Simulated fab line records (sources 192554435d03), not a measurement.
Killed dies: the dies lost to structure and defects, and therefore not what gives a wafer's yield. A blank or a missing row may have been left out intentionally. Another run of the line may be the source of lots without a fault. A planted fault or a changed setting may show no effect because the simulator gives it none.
Code-filled problem report in 8D (eight disciplines) form -- flow n5-finfet -- the parts of the form that need people (team, actions taken, sign-off) are left out

== 1. PROBLEM STATEMENT ==
At N5_BEOL_M0_CUTY_COAT_51, spin-speed-rpm averages 1570.9 rpm over 6 wafers from 2 lots, while fault-free wafers read 1500.1 rpm, standard deviation 1.1. Measured from the usual mean, that is +64 standard deviations.
The step: resist thk 150 nm.
The first sign was on wafer L400.3 at day 8 04:07, on litho-track-04. The record holds 12 wafers of 4 lots with a number at this step. By rule, "out" or "out of limits" means more than 4 standard deviations away from the usual mean. All remaining wafers that have a number are taken as sound.

== 2. WHAT IT IS, WHAT IT ISN'T ==
question,is,is not
which readings at this step,spin-speed-rpm,-
which lots,"L400, L402","L392, L409"
which wafers of those lots,all that have a number,-
read on which tools,litho-track-04,litho-track-02
when,from day 8 04:07,up to then (3 sound wafers); but 3 sound wafers of L409 came after

== 3. THE SUSPECTS, EACH WITH WHAT RULES IT OUT ==
Counting: a tool at any process step up to the reading remains a suspect when it ran all the lots that are out and ran no sound lot after the first of those.
- litho-track-04 at N5_BEOL_M0_CUTY_COAT_51 (resist thk 150 nm): kept. It processed each lot that is out, first L400 at day 8 04:07, and no sound lot thereafter; up to then, the last sound lot it processed was L392 at day 6 08:47. On those wafers its own readings are out: spin-speed-rpm.
Left after counting: litho-track-04 at N5_BEOL_M0_CUTY_COAT_51.

== 4. THE CAUSE (what the simulator had put in) ==
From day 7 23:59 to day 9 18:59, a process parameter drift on litho-track-04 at N5_BEOL_M0_CUTY_COAT_51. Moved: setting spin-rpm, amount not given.
Counting left only this tool.

== 5. THE EFFECT CHAIN, in route order ==
Each row: a reading where the mean over the struck wafers with a number is more than 3 standard deviations away from the usual. Scope: only readings with a usual standard deviation given in the record; hours: median across lots of the time from each lot's start at the first step in this table that gives one to its start at this step; sigmas: change in usual standard deviations.
hours,step,reading,usual,on struck wafers,change,sigmas
0,N5_BEOL_M0_CUTY_COAT_51,spin-speed-rpm,1500.1 rpm,1570.9,+70.8,+64
The process steps in it:
- N5_BEOL_M0_CUTY_COAT_51: resist thk 150 nm.
Later steps that measure or inspect, where all struck wafers having a row at the step show a number for every such reading and not one has moved that far: N5_BEOL_M4_RC_MEAS_101.

== 6. HOW IT WOULD HAVE BEEN CAUGHT EARLIER ==
First out-of-limits reading in this record: day 8 04:07, which is 4 hours after fault onset at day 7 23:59.
